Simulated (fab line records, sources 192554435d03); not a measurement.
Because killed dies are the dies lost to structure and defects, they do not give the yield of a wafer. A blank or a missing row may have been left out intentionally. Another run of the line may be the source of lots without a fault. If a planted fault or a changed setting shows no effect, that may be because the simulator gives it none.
The tool behind it: which one? + flow n5_finfet + 11 lots (33 wafers sampled), 1 step of a 1938-step route

== WHAT EACH GAUGE READ, for each wafer ==
N5_BEOL_M7_THK_MEAS_53: measures by xrf.
| lot  | measured     | on            | M7_THK (nm)    |
|------|--------------|---------------|----------------|
| L075 | day 10 04:37 | film_metro-02 | 82.9 81.1 80.3 |
| L077 | day 11 02:32 | film_metro-01 | 76.2 77.1 77.7 |
| L078 | day 11 20:58 | film_metro-02 | 81.8 79.8 79.1 |
| L082 | day 12 07:55 | film_metro-02 | 76.9 81.4 76.6 |
| L084 | day 12 11:59 | film_metro-01 | 78.5 76.0 77.9 |
| L087 | day 12 15:00 | film_metro-01 | 78.9 76.2 81.7 |
| L086 | day 13 12:11 | film_metro-02 | 79.5 77.5 77.6 |
| L091 | day 14 04:31 | film_metro-01 | 78.1 78.4 79.4 |
| L094 | day 15 05:29 | film_metro-01 | 76.1 74.6 74.0 |
| L090 | day 15 14:44 | film_metro-02 | 77.4 77.0 82.5 |
| L096 | day 16 00:35 | film_metro-02 | 78.4 81.9 82.2 |

== TOOL THAT RAN EACH LOT (tool first, then ch and the chambers of the sampled wafers, then the start) ==
Record: no process step prior to these readings.

== THE ANSWER, worked out from the rows above alone ==
Rule: the usual values come from the lots themselves. The widest of any qualifying gaps counts: lots, ordered by their means at a reading, are off when they make up no more than a third of the lots, leave a main group of 4 or more, and stand apart from it by 3 or more times the standard deviation of that group's means. A main group is skipped when, at the precision printed for the reading in the tables above, its means are all equal. A lot without any number at a reading at which 4 lots or more have one is off too. Where the step has rows for the other lots, those lots are counted as sound.
None of the lots is off at any reading shown; this tells nothing.

== WHAT WAS PUT IN BY THE SIMULATOR ==
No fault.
